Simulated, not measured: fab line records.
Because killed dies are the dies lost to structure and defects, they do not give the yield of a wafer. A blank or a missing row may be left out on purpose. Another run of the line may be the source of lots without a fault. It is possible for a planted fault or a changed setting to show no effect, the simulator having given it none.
Matching of chambers | flow n5_finfet | N5_BEOL_M3_STRIP_66 on rie_diel-05 has 4 sister chambers
The step strips in CF4. 22 wafers are shown with their chamber, then 11 later ones without.

== WAFERS PAIRED WITH THEIR CHAMBERS ==
wafer  | chamber | drypump_motor_current_A (A) | throttle_valve_pct (%) | showerhead_plenum_p_Torr (Torr)
L078.1 | 2       | 5.7                         | 13.02                  | 1.80
L078.5 | 0       | 6.4                         | 13.65                  | 1.74
L078.6 | 2       | 5.8                         | 13.02                  | 1.80
L079.1 | 2       | 5.7                         | 13.03                  | 1.80
L079.4 | 3       | 5.5                         | 13.40                  | 1.84
L079.5 | 2       | 5.7                         | 13.03                  | 1.80
L080.3 | 0       | 6.4                         | 13.67                  | 1.74
L080.4 | 2       | 5.7                         | 13.06                  | 1.80
L080.5 | 0       | 6.4                         | 13.65                  | 1.74
L082.3 | 0       | 6.4                         | 13.65                  | 1.74
L082.5 | 1       | 5.4                         | 13.28                  | 1.82
L082.6 | 0       | 6.4                         | 13.66                  | 1.74
L085.1 | 2       | 5.8                         | 13.06                  | 1.80
L085.4 | 0       | 6.4                         | 13.67                  | 1.74
L085.5 | 1       | 5.4                         | 13.29                  | 1.82
L087.1 | 0       | 6.4                         | 13.70                  | 1.74
L087.5 | 1       | 5.4                         | 13.30                  | 1.81
L087.6 | 0       | 6.4                         | 13.68                  | 1.74
L090.4 | 1       | 5.4                         | 13.30                  | 1.81
L090.5 | 1       | 5.4                         | 13.30                  | 1.81
L090.6 | 0       | 6.4                         | 13.69                  | 1.74
L091.2 | 3       | 5.5                         | 13.43                  | 1.83

SIGNATURES (means of the wafers above)
reading                  | chamber 0 | chamber 1 | chamber 2 | chamber 3 | scatter within a chamber
drypump_motor_current_A  | 6.400     | 5.400     | 5.733     | 5.500     | 0.0272
throttle_valve_pct       | 13.6689   | 13.2940   | 13.0367   | 13.4150   | 0.017
showerhead_plenum_p_Torr | 1.7400    | 1.8140    | 1.8000    | 1.8350    | 0.00307
Rule: a wafer lies at a distance from a chamber equal to the root of the sum of squares, over the readings, of (its reading less the chamber's mean, divided by the reading's scatter). The wafer belongs to the nearest chamber; if the next one is less than 2 further off, it can't be placed. The scatter: the root of (the sum of the squares of (reading less its chamber's mean) over the shown wafers, divided by (wafers less chambers)).

== WAFERS WITH NO CHAMBER GIVEN ==
wafer  | drypump_motor_current_A (A) | throttle_valve_pct (%) | showerhead_plenum_p_Torr (Torr)
L091.4 | 5.7                         | 13.08                  | 1.80
L091.6 | 5.7                         | 13.09                  | 1.80
L092.1 | 6.4                         | 13.72                  | 1.73
L092.2 | 5.7                         | 13.09                  | 1.79
L092.3 | 5.5                         | 13.47                  | 1.83
L095.2 | 6.4                         | 13.72                  | 1.73
L095.5 | 5.7                         | 13.09                  | 1.79
L095.6 | 5.4                         | 13.32                  | 1.81
L096.2 | 5.7                         | 13.11                  | 1.79
L096.4 | 5.4                         | 13.33                  | 1.81
L096.5 | 5.7                         | 13.11                  | 1.79

== THE CHAMBER EACH PASSED THROUGH ==
wafer  | from the rows above | in truth
L091.4 | 2                   | 2
L091.6 | 2                   | 2
L092.1 | 0                   | 0
L092.2 | 2                   | 2
L092.3 | 3                   | 3
L095.2 | 0                   | 0
L095.5 | 2                   | 2
L095.6 | 1                   | 1
L096.2 | 2                   | 2
L096.4 | 1                   | 1
L096.5 | 2                   | 2
Correct placement for 11 of the 11. Left unplaced by these rows: 0. 0 placed wrongly.
